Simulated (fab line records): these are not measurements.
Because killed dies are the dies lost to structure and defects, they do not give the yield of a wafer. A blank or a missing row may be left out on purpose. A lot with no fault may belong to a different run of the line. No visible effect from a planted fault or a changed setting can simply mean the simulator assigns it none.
Split-lot experiment | flow n5-finfet | route with 1938 steps; 7 lots, 39 wafers read

ON THE SPLIT
At N5_FIN_SAQP_ETCH_65 (etches SiO2 in CF4, target depth 4 nm, time 4.4 s), the setting time-s was moved away from the recipe's 4.4 s on 12 of the 39 wafers read, by -21.9% to +13.3%. This setting was run at the recipe's value on the other wafers.

The reading is taken at the split's own step.

THE READING
etch.depth-nm (the simulator's own value, which no gauge read), in nm, at N5_FIN_SAQP_ETCH_65 (etches SiO2 in CF4, target depth 4 nm, time 4.4 s). The file does not state a usual value for it. Across the 27 wafers here that went through the recipe, the average is 3.916 nm and the standard deviation 0.11 nm.

wafer  | tool, chamber at the split | time-s as run, s | against the recipe | etch.depth-nm, nm | against lot-mates on the recipe
L079.1 | rie-si-02, 0               | 4.4              | recipe             | 3.81              | -
L079.2 | rie-si-02, 1               | 3.686            | -16.2%             | 3.317             | -0.592
L079.3 | rie-si-02, 2               | 3.686            | -16.2%             | 3.291             | -0.618
L079.4 | rie-si-02, 3               | 3.686            | -16.2%             | 3.314             | -0.595
L079.5 | rie-si-02, 1               | 4.4              | recipe             | 3.937             | -
L079.6 | rie-si-02, 2               | 4.4              | recipe             | 3.979             | -
L081.1 | rie-si-03, 3               | 4.4              | recipe             | 3.92              | -
L081.2 | rie-si-03, 2               | 3.435            | -21.9%             | 2.94              | -1.025
L081.3 | rie-si-03, 1               | 3.435            | -21.9%             | 2.97              | -0.995
L081.4 | rie-si-03, 0               | 3.435            | -21.9%             | 3.231             | -0.734
L081.5 | rie-si-03, 3               | 4.4              | recipe             | 3.88              | -
L081.6 | rie-si-03, 0               | 4.4              | recipe             | 4.094             | -
L085.1 | rie-si-03, 0               | 4.4              | recipe             | 4.137             | -
L085.2 | rie-si-03, 3               | 4.4              | recipe             | 3.929             | -
L085.3 | rie-si-03, 1               | 4.4              | recipe             | 3.818             | -
L085.4 | rie-si-03, 2               | 4.4              | recipe             | 3.808             | -
L085.5 | rie-si-03, 3               | 4.4              | recipe             | 3.928             | -
L085.6 | rie-si-03, 2               | 4.4              | recipe             | 3.786             | -
L089.1 | rie-si-02, 2               | 4.4              | recipe             | 3.999             | -
L089.2 | rie-si-02, 3               | 4.4              | recipe             | 4.001             | -
L089.3 | rie-si-02, 0               | 4.984            | +13.3%             | 4.382             | +0.376
L089.4 | rie-si-02, 1               | 4.984            | +13.3%             | 4.406             | +0.400
L089.5 | rie-si-02, 2               | 4.984            | +13.3%             | 4.563             | +0.557
L089.6 | rie-si-02, 3               | 4.4              | recipe             | 4.018             | -
L093.1 | rie-si-01, 3               | 4.4              | recipe             | 3.94              | -
L093.2 | rie-si-01, 0               | 4.4              | recipe             | 3.895             | -
L093.5 | rie-si-01, 3               | 4.4              | recipe             | 3.987             | -
L094.1 | rie-si-03, 3               | 4.4              | recipe             | 3.973             | -
L094.2 | rie-si-03, 0               | 3.625            | -17.6%             | 3.394             | -0.468
L094.3 | rie-si-03, 1               | 4.4              | recipe             | 3.832             | -
L094.4 | rie-si-03, 2               | 3.625            | -17.6%             | 3.12              | -0.742
L094.5 | rie-si-03, 3               | 3.625            | -17.6%             | 3.25              | -0.612
L094.6 | rie-si-03, 2               | 4.4              | recipe             | 3.782             | -
L097.1 | rie-si-03, 2               | 4.4              | recipe             | 3.722             | -
L097.2 | rie-si-03, 3               | 4.4              | recipe             | 3.909             | -
L097.3 | rie-si-03, 0               | 4.4              | recipe             | 4.088             | -
L097.4 | rie-si-03, 1               | 4.4              | recipe             | 3.74              | -
L097.5 | rie-si-03, 0               | 4.4              | recipe             | 4.048             | -
L097.6 | rie-si-03, 1               | 4.4              | recipe             | 3.785             | -

FIT RESULTS
A straight line over all 39 wafers: etch.depth-nm changes by +0.0389 nm for each +1% of time-s; r = +0.96; the points scatter about the line by 0.11 nm.
The same after taking each lot's own level away (the mean of its wafers on the recipe; 39 wafers): +0.0375 nm for each +1%; r = +0.96; scatter 0.11 nm.
According to that fit, moving time-s by its largest amount changes the reading by 0.82 nm.
The lots' own levels span 3.8623 to 4.0060 nm, that is 1.3 times the standard deviation above.
Consequently the slope shifts little with the lot-to-lot level, the two slopes agreeing.
Check: for one of the wafers moved furthest among these (-21.9%), held out of the fit, the line's prediction against its lot-mates is -0.8 nm. Against them it came out at -1.02 nm.

FILE'S OWN FIT
etch.depth-nm changes by +0.0378 nm for each +1% of time-s, r = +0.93.
